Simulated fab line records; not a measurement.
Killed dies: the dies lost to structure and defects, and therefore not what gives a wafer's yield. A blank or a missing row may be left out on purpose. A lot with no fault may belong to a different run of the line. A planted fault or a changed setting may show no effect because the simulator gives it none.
fab line records	flow n5Finfet
record: lots: 6	wafers: 16	lastDay: 19
route steps=1938 shown HKMG_FIN@390 BEOL_M4@1111 PASSIVATION@1936
lots untouched by any fault: they come from a run of this same line in which no faults occurred
startH: hours from the record's opening day to when the first of the lot's shown wafers began	waitH: hours elapsed since this lot's preceding step	" as in the row above	L1.1+2: several wafers, shown together as one row	- no value, or no start was given	* or withheld: withheld	< > ~ a bound
route shown NAME@n: a module of which the file shows steps, and the number in the route of the first	usual: mean/standard deviation taken from wafers without a fault	same: alike in all rows	chamber/n: place in a boat	sites: readings site by site	_std_site: standard deviation across them	_edge_site: inner sites' mean taken away from outer sites' mean	radiusMm: how far each site lies from the wafer's centre	mask NAME#n: copy n	behind: tool/chamber where the wafer was last shaped	hold: cause of the lot's hold/its duration in hours/its outcome	device: whichever transistor did not switch (one of n, p or np)	end of line: tests of these same wafers at the route's end	where a step has no rows: the recipe by itself	killed: not the wafer's yield, but the dies lost to structure and defects at the first sort	map: shows each die of a wafer: x if killed, . if not, _ if none is there
set.NAME: the setting as run; set.NAME@STEP: as run at that earlier step	model.NAME: the simulator's own value behind a step, which no gauge read
certain route steps with their lots: each step a table, each wafer a row
services: when a tool's chamber went out of use (startH, in hours from the record's first day, below 0 if earlier), for how many hours, and the reason
== steps ==
step: N5_HKMG_FIN_COAT_41
recipe: resist: SOC	tempC: 250	timeS: 60	spinRpm: 1500	resistThkNm: 300
step: N5_HKMG_FIN_COAT_42
recipe: resist: SiARC	tempC: 220	timeS: 60	spinRpm: 1500	resistThkNm: 35
step: N5_HKMG_FIN_COAT_43
recipe: resist: CAR-ArF	spinRpm: 1500	resistThkNm: 90
step: N5_HKMG_FIN_EBR_45
recipe: solvent: PGMEA	ebrWidthMm: 1.5
step: N5_HKMG_FIN_SOFTBAKE_44
recipe: tempC: 110	timeS: 60	resist: CAR-ArF
step: N5_HKMG_FIN_EXPOSE_46
recipe: maskId: NDIPOLE	na: 1.35	sourceShape: conventional	sigmaOuter: 0.8	polarization: unpolarized	doseMj: 40
step: N5_HKMG_FIN_PEB_47
recipe: pebTempC: withheld	pebTimeS: 60	resist: CAR-ArF
step: N5_HKMG_FIN_DEVELOP_48
recipe: developTimeS: 30	developer: TMAH	resist: CAR-ArF	rinseLiquid: diw	dry: airSpin	devTempC: 23
step: N5_HKMG_FIN_CD_MEAS_49
recipe: targetCdNm: 202	landingEnergyEv: 500	detector: seInlens	polarity: opening
usual: cdNm: 202.2/0.71
lot.wafer	tool	chamber	startH	waitH	cdNm
L659.1	cdSem-02	0	79.30	-	201.4
L659.2	"	0	"	"	202.0
L659.5	"	0	"	"	201.5
L664.2	cdSem-02	0	110.07	-	202.3
L664.6	"	0	"	"	202.3
L668.1	cdSem-01	0	133.45	-	201.2
L668.3	"	0	"	"	202.1
L668.5	"	0	"	"	202.2
L671.2	cdSem-03	0	152.43	-	202.5
L671.3	"	0	"	"	203.1
L678.3	cdSem-02	0	192.93	-	201.5
L678.4	"	0	"	"	202.8
L678.6	"	0	"	"	202.1
L680.1	cdSem-01	0	207.70	-	202.3
L680.2	"	0	"	"	202.4
L680.4	"	0	"	"	202.2
step: N5_HKMG_FIN_OVL_MEAS_50
recipe: pointsPerWafer: 44
usual: NDIPOLE_OVL: -0.2/0.63
lot.wafer	tool	chamber	startH	waitH	NDIPOLE_OVL[nm]
L659.1	overlay-01	0	79.33	0.0	-1.2
L659.2	"	0	"	"	-0.9
L659.5	"	0	"	"	-0.4
L664.2	overlay-02	0	110.10	0.0	-0.1
L664.6	"	0	"	"	-0.4
L668.1	overlay-01	0	133.48	0.0	0.0
L668.3	"	0	"	"	-0.8
L668.5	"	0	"	"	-0.4
L671.2	overlay-02	0	152.46	0.0	0.9
L671.3	"	0	"	"	0.7
L678.3	overlay-02	0	192.95	0.0	-0.5
L678.4	"	0	"	"	0.5
L678.6	"	0	"	"	0.2
L680.1	overlay-02	0	207.73	0.0	-1.2
L680.2	"	0	"	"	1.3
L680.4	"	0	"	"	0.8
step: N5_HKMG_FIN_INSPECT_61
recipe: mode: adi	inspectInstrument: macro
usual: rawDefectCount: 1.9/1.4
lot.wafer	tool	chamber	startH	waitH	rawDefectCount
L659.1	defectInspect-01	-	79.35	0.0	1
L659.2	"	-	"	"	5
L659.5	"	-	"	"	1
L664.2	defectInspect-02	-	110.12	0.0	1
L664.6	"	-	"	"	3
L668.1	defectInspect-01	-	133.50	0.0	2
L668.3	"	-	"	"	1
L668.5	"	-	"	"	0
L671.2	defectInspect-01	-	152.49	0.0	1
L671.3	"	-	"	"	3
L678.3	defectInspect-01	-	192.98	0.0	1
L678.4	"	-	"	"	1
L678.6	"	-	"	"	2
L680.1	defectInspect-01	-	207.75	0.0	0
L680.2	"	-	"	"	2
L680.4	"	-	"	"	4
step: N5_HKMG_FIN_DESCUM_53
recipe: chemistry: O2	timeS: 7.9	sourcePowerW: 50	biasPowerW: 20	pressureMtorr: 20	rfFrequencyHz: 2.712e+07	tempC: 40	resist: CAR-ArF	o2FlowSccm: 225
usual: drypumpMotorCurrentA: 5.7/0.42	oesProductAu: 0.78/0.089	rfVppV: 243.4/1.6	showerheadPlenumPTorr: 2.11/0.076	throttleValvePct: 20.47/0.22
lot.wafer	tool	chamber	startH	waitH	drypumpMotorCurrentA	oesProductAu	rfHoursCounterH	rfVppV	showerheadPlenumPTorr	throttleValvePct
L659.1	rieDiel-02	2	79.38	0.0	5.2	0.81	85	244.3	2.23	20.39
L659.2	"	0	"	"	6.3	0.86	45	244.1	2.15	20.76
L659.5	"	0	"	"	6.3	0.86	-	243.3	2.15	20.76
L664.2	rieDiel-04	3	110.45	0.3	6.0	0.70	246	245.2	2.15	20.75
L664.6	"	3	"	"	6.0	0.70	-	242.7	2.15	20.74
L668.1	rieDiel-04	0	133.54	0.0	5.8	0.70	196	245.9	2.17	20.38
L668.3	"	1	"	"	5.7	0.77	167	243.6	2.06	20.36
L668.5	"	2	"	"	6.2	0.69	-	241.0	1.97	20.57
L671.2	rieDiel-03	1	153.13	0.6	5.8	0.68	214	243.4	2.06	20.17
L671.3	"	2	"	"	5.2	0.74	174	241.9	2.00	20.74
L678.3	rieDiel-03	2	193.32	0.3	5.2	0.73	187	242.1	2.00	20.76
L678.4	"	3	"	"	4.9	0.95	12	245.1	2.21	20.05
L678.6	"	0	"	"	5.0	0.83	-	244.8	2.12	20.33
L680.1	rieDiel-04	1	207.79	0.0	5.7	0.76	188	241.9	2.05	20.40
L680.2	"	3	"	"	6.0	0.91	28	242.2	2.14	20.46
L680.4	"	2	"	"	6.2	0.95	14	245.3	2.24	20.28
step: N5_HKMG_FIN_ETCH_54
recipe: chemistry: CF4	target: SiARC	targetDepthA: 455	maskMaterial: CAR-ArF	timeS: 75.8	ionEnergyEv: 80	pressureMtorr: 40	sourceW: 545	biasW: 36	Ar_flow_sccm: 100	cf4FlowSccm: 100	ends: cleared
usual: drypumpMotorCurrentA: 5.7/0.43	etchRfOnTimeS: 76/3.4	oesProductAu: 0.66/0.079	rfVppV: 184.1/1.1	showerheadPlenumPTorr: 2.15/0.066	throttleValvePct: 15.63/0.22
lot.wafer	tool	chamber	startH	waitH	drypumpMotorCurrentA	etchRfOnTimeS	oesProductAu	rfHoursCounterH	rfVppV	showerheadPlenumPTorr	throttleValvePct
L659.1	rieDiel-02	2	79.42	0.0	5.3	75	0.69	85	184.5	2.23	15.27
L659.2	"	0	"	"	6.4	73	0.76	45	186.0	2.18	15.77
L659.5	"	0	"	"	6.3	72	0.75	-	184.2	2.18	15.77
L664.2	rieDiel-04	3	110.49	0.0	6.0	48	0.79	246	185.1	2.18	15.92
L664.6	"	3	"	"	6.0	78	0.59	-	184.5	2.18	15.90
L668.1	rieDiel-04	0	133.57	0.0	5.8	46	0.83	196	184.5	2.21	15.56
L668.3	"	1	"	"	5.7	74	0.65	167	184.0	2.13	15.70
L668.5	"	2	"	"	6.2	78	0.57	-	182.9	2.02	15.80
L671.2	rieDiel-03	1	153.17	0.0	5.8	85	0.57	214	183.0	2.11	15.48
L671.3	"	2	"	"	5.2	72	0.63	174	181.7	2.06	15.89
L678.3	rieDiel-03	2	193.36	0.0	5.2	74	0.62	187	183.9	2.05	15.91
L678.4	"	3	"	"	4.8	76	0.79	12	185.8	2.27	15.37
L678.6	"	0	"	"	5.0	75	0.73	-	184.0	2.17	15.52
L680.1	rieDiel-04	1	207.82	0.0	5.6	73	0.65	188	185.0	2.12	15.75
L680.2	"	3	"	"	6.0	78	0.76	28	184.3	2.17	15.50
L680.4	"	2	"	"	6.2	75	0.79	14	185.0	2.27	15.34
step: N5_HKMG_FIN_ETCH_55
recipe: chemistry: N2/H2	target: SOC	targetDepthA: 2400	tempC: 40	timeS: 300	ionEnergyEv: 200	maskMaterial: SiARC	pressureMtorr: 30	sourceW: 840	biasW: 150	n2FlowSccm: 200	h2FlowSccm: 200
usual: drypumpMotorCurrentA: 5.7/0.43	oesProductAu: 0.78/0.095	rfVppV: 524.5/2.4	showerheadPlenumPTorr: 2.56/0.09	throttleValvePct: 17.82/0.24
lot.wafer	tool	chamber	startH	waitH	drypumpMotorCurrentA	oesProductAu	rfHoursCounterH	rfVppV	showerheadPlenumPTorr	throttleValvePct
L659.1	rieDiel-02	2	79.47	0.0	5.2	0.80	85	527.2	2.66	17.51
L659.2	"	0	"	"	6.3	0.88	46	524.8	2.56	17.74
L659.5	"	0	"	"	6.3	0.88	-	526.8	2.56	17.73
L664.2	rieDiel-04	3	110.54	0.0	6.0	0.69	246	524.8	2.63	18.21
L664.6	"	3	"	"	6.0	0.69	-	525.3	2.62	18.19
L668.1	rieDiel-04	0	133.63	0.0	5.8	0.70	196	526.5	2.66	17.95
L668.3	"	1	"	"	5.7	0.77	167	522.4	2.55	18.01
L668.5	"	2	"	"	6.2	0.67	-	521.7	2.39	17.97
L671.2	rieDiel-03	1	153.22	0.0	5.8	0.66	214	522.5	2.51	17.66
L671.3	"	2	"	"	5.2	0.75	174	520.0	2.41	17.90
L678.3	rieDiel-03	2	193.41	0.0	5.2	0.74	188	520.1	2.41	17.93
L678.4	"	3	"	"	4.9	0.93	12	526.7	2.71	17.60
L678.6	"	0	"	"	5.0	0.85	-	525.3	2.56	17.55
L680.1	rieDiel-04	1	207.88	0.0	5.7	0.76	188	524.2	2.54	18.05
L680.2	"	3	"	"	6.0	0.90	28	525.0	2.61	17.85
L680.4	"	2	"	"	6.2	0.93	14	528.0	2.70	17.58
step: N5_BEOL_M4_RC_MEAS_101
usual: DIBL_N: 36.4/2.2	DIBL_P: 36.3/2.5	IOFF_N: 0.17/0.052	IOFF_P: 0.23/0.049	ION_N: 674/17	ION_P: 464/11	SS_N: 71.7/0.98	SS_P: 73.3/0.84	VT_N: 250/4	VT_P: -249/3.8
lot.wafer	tool	chamber	startH	waitH	DIBL_N[mV/V]	DIBL_P[mV/V]	IOFF_N[nA/um]	IOFF_P[nA/um]	ION_N[uA/um]	ION_P[uA/um]	SS_N[mV/dec]	SS_P[mV/dec]	VT_N[mV]	VT_P[mV]
L659.1	prober-01	0	186.10	0.0	34.2	33.0	0.12	0.17	667	458	70.8	72.6	252	-253
L659.2	"	0	"	"	35.8	34.4	0.12	0.18	659	454	72.0	73.1	254	-254
L659.5	"	0	"	"	35.7	33.2	0.12	0.16	634	439	71.7	71.6	255	-254
L664.2	prober-02	0	249.13	0.2	34.1	32.3	0.12	0.15	651	444	70.9	72.8	256	-254
L664.6	"	0	"	"	34.6	34.0	0.14	0.17	681	460	70.8	72.4	252	-253
L668.1	prober-02	0	271.98	0.0	37.8	39.6	0.17	0.27	670	464	72.3	74.1	250	-248
L668.3	"	0	"	"	37.4	38.4	0.17	0.23	690	471	72.0	74.0	249	-252
L668.5	"	0	"	"	37.0	37.8	0.16	0.23	670	458	72.0	73.0	253	-249
L671.2	prober-02	0	284.57	0.2	37.7	36.5	0.17	0.21	684	467	71.8	73.5	249	-250
L671.3	"	0	"	"	40.9	40.0	0.26	0.29	668	453	72.9	74.3	242	-246
L678.3	prober-01	0	326.68	0.3	34.3	34.1	0.14	0.18	657	455	71.7	72.6	250	-248
L678.4	"	0	"	"	36.2	37.5	0.18	0.24	682	471	70.9	72.9	243	-247
L678.6	"	0	"	"	36.1	37.1	0.17	0.22	681	469	71.4	73.1	248	-248
L680.1	prober-01	0	348.53	0.0	31.1	30.3	0.11	0.15	671	467	70.5	72.2	252	-253
L680.2	"	0	"	"	36.1	35.9	0.17	0.23	684	469	71.5	73.6	250	-248
L680.4	"	0	"	"	36.1	34.6	0.16	0.20	636	449	72.6	73.1	255	-251
step: N5_PASSIVATION_PROBE_49
usual: defectLimitedYield: 91.2/1.4	killed_at_M0_to_M3: 34/9.3	killed_at_M4_up: 14/5.9	killedAtContacts: 14/5.7	killedAtFrontEnd: 38/10	killedAtOther: 4/3.2	killedDies: 104/17	killedOpen: 67/13	killedShort: 33/6.9	sort_bin_5_function: 5.2/1	sort_bin_6_memory: 3.3/0.61	sort_bin_8_speed: 0.3/1.8	sortNPass: 1069/52	sortYieldPct: 91/4.4
same: grossDies: 1180	killedAtBackSide: 0	sort_bin_4_leakage[%]: 0
lot.wafer	tool	chamber	startH	waitH	defectLimitedYield[%]	killed_at_M0_to_M3	killed_at_M4_up	killedAtContacts	killedAtFrontEnd	killedAtOther	killedDies	killedOpen	killedShort	sort_bin_5_function[%]	sort_bin_6_memory[%]	sort_bin_8_speed[%]	sortNPass	sortYieldPct[%]
L659.1	prober-01	-	292.10	0.0	90.4	40	9	21	40	3	113	74	37	5.5	3.9	0	1067	90
L659.2	prober-01	-	292.15	0.1	91.6	24	3	16	43	13	99	68	30	5.3	3.1	0	1081	92
L659.5	prober-01	-	292.30	0.2	90.6	34	10	23	36	8	111	58	50	4.8	4.0	6.9	988	84
L664.2	prober-02	-	354.84	0.1	90.8	17	24	22	42	3	108	73	31	4.9	3.8	0	1072	91
L664.6	prober-02	-	355.04	0.3	92.5	18	17	13	38	2	88	57	29	3.8	3.5	0	1092	93
L668.1	prober-01	-	376.23	0.0	89.1	49	31	12	34	3	129	92	33	7.3	3.5	0	1051	89
L668.3	prober-01	-	376.33	0.1	90.4	31	32	14	36	0	113	83	24	5.5	3.9	0	1067	90
L668.5	prober-01	-	376.43	0.2	91.6	22	15	11	47	4	99	66	22	5.3	3.1	0	1081	92
L678.3	prober-01	-	428.77	0.1	91.5	40	5	21	26	8	100	67	25	5.5	2.7	0	1080	92
L678.4	prober-01	-	428.82	0.2	93.1	28	9	16	26	3	82	52	26	3.7	2.9	0	1098	93
L678.6	prober-01	-	428.92	0.3	92.7	36	5	5	37	3	86	59	26	4.6	2.7	0	1094	93
killed by level:class
L659.1 MOL_CONTACT_COAG:geometricParticle:open=16 BEOL_M2:geometricParticle:open=10 GATE_CUT:geometricParticle:short=7 FIN_SAQP:geometricParticle:open=6 DUMMY_GATE:geometricParticle:open=6 BEOL_M0_SAQP:geometricParticle:open=6 BEOL_M3:geometricParticle:open=6 MOL_CONTACT_COAG:geometricParticle:short=5
L659.2 MOL_CONTACT_COAG:geometricParticle:open=15 GATE_CUT:geometricParticle:short=8 BEOL_M1:geometricParticle:open=8 DUMMY_GATE:geometricParticle:open=7 PAD_METAL:geometricParticle:short=7 FIN_SAQP:geometricParticle:open=5 STI_FIN_REVEAL:geometricParticle:open=5 PAD_METAL:geometricParticle:open=5
L659.5 MOL_CONTACT_COAG:geometricParticle:open=18 BEOL_M0_SAQP:geometricParticle:short=12 FIN_SAQP:geometricParticle:short=10 GATE_CUT:geometricParticle:short=10 BEOL_M0_SAQP:geometricParticle:open=7 FIN_SAQP:geometricParticle:open=5 MOL_CONTACT_COAG:geometricParticle:short=5 BEOL_M4:geometricParticle:open=5
L664.2 MOL_CONTACT_COAG:geometricParticle:open=19 FIN_SAQP:geometricParticle:short=14 FIN_SAQP:geometricParticle:open=11 BEOL_M5:geometricParticle:open=6 GATE_CUT:geometricParticle:short=5 BEOL_M1:geometricParticle:open=5 DUMMY_GATE:geometricParticle:open=4 BEOL_M7:geometricParticle:open=4
L664.6 STI_FIN_REVEAL:geometricParticle:open=15 MOL_CONTACT_COAG:geometricParticle:open=11 GATE_CUT:geometricParticle:short=5 STI_FIN_REVEAL:geometricParticle:short=4 BEOL_M0_SAQP:geometricParticle:open=4 BEOL_M5:geometricParticle:short=4 FIN_SAQP:geometricParticle:short=3 BEOL_M1:geometricParticle:open=3
L668.1 BEOL_M2:geometricParticle:open=22 BEOL_M4:geometricParticle:open=16 BEOL_M0_SAQP:geometricParticle:open=13 ILD0:geometricParticle:open=8 MOL_CONTACT_COAG:geometricParticle:open=7 BEOL_M0_SAQP:geometricParticle:short=6 BEOL_M2:geometricParticle:short=6 FIN_SAQP:geometricParticle:open=5
L668.3 BEOL_M4:geometricParticle:open=16 BEOL_M2:geometricParticle:open=16 STI_FIN_REVEAL:geometricParticle:open=8 DUMMY_GATE:geometricParticle:open=7 MOL_CONTACT_COAG:geometricParticle:open=7 FIN_SAQP:geometricParticle:open=6 MOL_CONTACT_COAG:geometricParticle:short=5 ILD0:geometricParticle:short=4
L668.5 FIN_SAQP:geometricParticle:open=23 BEOL_M2:geometricParticle:open=11 MOL_CONTACT_COAG:geometricParticle:open=8 FIN_SAQP:geometricParticle:short=7 GATE_CUT:geometricParticle:short=4 BEOL_M3:geometricParticle:open=4 BEOL_M4:geometricParticle:open=4 STI_FIN_REVEAL:geometricParticle:open=3
L678.3 MOL_CONTACT_COAG:geometricParticle:open=19 BEOL_M2:geometricParticle:open=9 BEOL_M1:geometricParticle:open=8 BEOL_M3:geometricParticle:open=8 GATE_CUT:geometricParticle:short=7 DUMMY_GATE:geometricParticle:open=4 BEOL_M0_SAQP:geometricParticle:short=3 MIM_TOP:geometricParticle:open=3
L678.4 MOL_CONTACT_COAG:geometricParticle:open=12 FIN_SAQP:geometricParticle:short=7 BEOL_M0_SAQP:geometricParticle:open=7 BEOL_M4:geometricParticle:open=5 FIN_SAQP:geometricParticle:open=4 GATE_CUT:geometricParticle:short=4 BEOL_M2:geometricParticle:open=4 BEOL_M0_SAQP:geometricParticle:short=4
L678.6 STI_FIN_REVEAL:geometricParticle:open=10 GATE_CUT:geometricParticle:short=8 BEOL_M0_SAQP:geometricParticle:short=7 BEOL_M3:geometricParticle:open=6 BEOL_M0_SAQP:geometricParticle:open=6 BEOL_M1:geometricParticle:open=6 BEOL_M2:geometricParticle:open=5 FIN_SAQP:geometricParticle:open=4
== services ==
tool	chamber	startH	hours	kind
rieDiel-04	0	57.66	4.1	repair
rieDiel-02	0	73.23	5.6	repair
rieDiel-02	0	82.78	5.5	repair
rieDiel-04	0	98.94	4.2	repair
rieDiel-04	3	118.34	-	clean
rieDiel-04	3	118.34	-	consumableReplace:focusRing
rieDiel-04	3	118.34	17.5	scheduledDown
rieDiel-04	3	118.34	17.5	ventCycle
rieDiel-03	3	134.34	-	clean
rieDiel-03	3	134.34	-	consumableReplace:focusRing
rieDiel-03	3	134.34	-	consumableReplace:showerhead
rieDiel-03	3	134.34	23.1	scheduledDown
rieDiel-03	3	134.34	23.1	ventCycle
rieDiel-04	2	135.83	-	clean
rieDiel-04	2	135.83	-	consumableReplace:focusRing
rieDiel-04	2	135.83	-	consumableReplace:showerhead
rieDiel-04	2	135.83	27.6	scheduledDown
rieDiel-04	2	135.83	27.6	ventCycle
rieDiel-02	3	140.88	-	clean
rieDiel-02	3	140.88	-	consumableReplace:focusRing
rieDiel-02	3	140.88	17.4	scheduledDown
rieDiel-02	3	140.88	17.4	ventCycle
rieDiel-04	0	148.13	4.3	repair
rieDiel-03	0	201.11	2.7	repair
== key ==
firstSign: step: N5_HKMG_FIN_ETCH_54	reading: etchRfOnTimeS	direction: down	sigmas: 8.4	usual: *	struck: *
effect none on later readings
metAt N5_HKMG_FIN_ETCH_54
struckWafers L664.2,L668.1
fault: kind: processParameterDrift	tool: rieDiel-04	chamber: -	onsetH: 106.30	steps: N5_HKMG_FIN_ETCH_54	channel: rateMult	offset: 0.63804	shape: step	endH: 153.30	scope: struckWafersOnly
